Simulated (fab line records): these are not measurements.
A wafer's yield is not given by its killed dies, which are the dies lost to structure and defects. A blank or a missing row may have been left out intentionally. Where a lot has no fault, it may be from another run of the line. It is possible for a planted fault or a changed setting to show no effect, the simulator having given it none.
Matching of chambers | flow n5-finfet | N5_BEOL_M11_CURE_72 on uv-cure-02 has 3 sister chambers
The step cures SiCOH lowk, time 120 s. 24 wafers are shown with their chamber, then 12 later ones without.

## WAFERS PAIRED WITH THEIR CHAMBERS
wafer  | chamber | wafer_temp_C_max | lamp-power-pct (%)
L077.1 | 0       | 371.5            | 52.33
L077.3 | 0       | 371.1            | 52.33
L077.5 | 0       | 371.3            | 52.32
L075.1 | 0       | 372.0            | 52.25
L075.2 | 0       | 372.0            | 52.26
L075.6 | 0       | 371.8            | 52.33
L075.3 | 0       | 371.6            | 52.25
L075.4 | 0       | 371.8            | 52.33
L075.5 | 0       | 371.8            | 52.29
L076.2 | 2       | 371.5            | 52.31
L076.4 | 2       | 371.7            | 52.35
L076.6 | 2       | 371.9            | 52.29
L078.2 | 1       | 373.0            | 52.24
L078.4 | 1       | 372.9            | 52.28
L078.5 | 1       | 372.8            | 52.35
L082.1 | 0       | 371.6            | 52.30
L082.4 | 0       | 371.6            | 52.38
L082.6 | 0       | 371.9            | 52.34
L084.3 | 0       | 371.5            | 52.28
L084.5 | 0       | 371.6            | 52.35
L084.6 | 0       | 371.4            | 52.27
L087.2 | 0       | 371.4            | 52.29
L087.5 | 0       | 371.5            | 52.25
L087.6 | 0       | 371.2            | 52.28

SIGNATURES (averages over the wafers above)
reading          | chamber 0 | chamber 1 | chamber 2 | scatter within a chamber
wafer_temp_C_max | 371.589   | 372.900   | 371.700   | 0.243
lamp-power-pct   | 52.3017   | 52.2900   | 52.3167   | 0.04
Rule: for each reading, subtract the chamber's mean from the wafer's reading, divide by that reading's scatter and square the result; add these up over the readings and take the root, which gives the wafer's distance from the chamber. If the next closest chamber is less than 2 further off than the closest, the wafer can't be placed; otherwise it belongs to the closest. The scatter: take each reading less its chamber's mean, square it, sum over the shown wafers, divide by the number of wafers less the number of chambers, and take the root.

## WAFERS WITH NO CHAMBER GIVEN
wafer  | wafer_temp_C_max | lamp-power-pct (%)
L088.2 | 372.0            | 52.38
L088.3 | 371.8            | 52.30
L088.5 | 372.4            | 52.30
L091.4 | 371.9            | 52.31
L091.5 | 372.9            | 52.27
L091.6 | 371.5            | 52.36
L092.1 | 372.1            | 52.35
L092.4 | 372.2            | 52.28
L092.6 | 371.5            | 52.40
L093.1 | 373.3            | 52.24
L093.4 | 372.1            | 52.28
L093.5 | 372.9            | 52.27

## EACH ONE'S CHAMBER
wafer  | from the rows above          | in truth
L088.2 | can't be placed: 2 or 0      | 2
L088.3 | can't be placed: 2 or 0      | 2
L088.5 | can't be placed: 1 or 2 or 0 | 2
L091.4 | can't be placed: 2 or 0      | 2
L091.5 | 1                            | 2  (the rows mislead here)
L091.6 | can't be placed: 2 or 0      | 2
L092.1 | can't be placed: 2 or 0 or 1 | 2
L092.4 | can't be placed: 2 or 0 or 1 | 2
L092.6 | can't be placed: 2 or 0      | 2
L093.1 | 1                            | 1
L093.4 | can't be placed: 2 or 0 or 1 | 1
L093.5 | 1                            | 1
2 of 12 placed correctly. Not placeable from these rows: 9 (in 9, the candidates include the true chamber). Placed wrongly: 1.
